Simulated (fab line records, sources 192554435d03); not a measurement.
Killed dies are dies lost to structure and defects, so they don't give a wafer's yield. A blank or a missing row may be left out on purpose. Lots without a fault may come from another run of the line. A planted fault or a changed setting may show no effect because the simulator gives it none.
Chamber matching | flow n5_finfet | N5_FIN_SAQP_ETCH_52 on rie_diel-02: 4 sister chambers
The step etches SOC in N2/H2, target depth 100 nm, overetch 20 nm, time 150 s. 8 wafers are shown with their chamber, then 8 later ones without.

WAFERS WITH THEIR CHAMBER
wafer  | chamber | drypump_motor_current_A (A) | throttle_valve_pct (%)
L077.1 | 0       | 5.3                         | 18.13
L077.3 | 1       | 6.3                         | 17.91
L078.2 | 3       | 6.7                         | 18.11
L078.5 | 3       | 6.7                         | 18.12
L085.4 | 2       | 6.2                         | 17.54
L085.5 | 2       | 6.3                         | 17.54
L085.6 | 1       | 6.3                         | 17.93
L091.4 | 0       | 5.3                         | 18.18

WAFERS WITHOUT THEIR CHAMBER
wafer  | drypump_motor_current_A (A) | throttle_valve_pct (%)
L091.5 | 6.3                         | 17.95
L091.6 | 5.3                         | 18.19
L093.2 | 6.7                         | 18.19
L093.4 | 6.3                         | 17.55
L093.5 | 6.7                         | 18.17
L097.3 | 5.3                         | 17.77
L097.4 | 6.7                         | 18.20
L097.5 | 6.3                         | 17.59

WHICH CHAMBER EACH WENT THROUGH
wafer  | from the rows above | in truth
L091.5 | 1                   | 1
L091.6 | 0                   | 0
L093.2 | 3                   | 3
L093.4 | 2                   | 2
L093.5 | 3                   | 3
L097.3 | 0                   | 0
L097.4 | 3                   | 3
L097.5 | 2                   | 2
Placed correctly: 8 of 8. Can't be placed from these rows: 0. Placed wrongly: 0.
How it was worked out, from the rows above alone: a wafer's distance from a chamber is the root of the sum, over the readings, of the square of ((its reading less the chamber's mean) divided by the reading's scatter). The wafer belongs to the nearest chamber; if the next one is less than 2 further off, it can't be placed. A chamber's mean is the mean of its shown wafers. The scatter: the root of (the sum of the squares of (reading less its chamber's mean) over the shown wafers, divided by (wafers less chambers)).
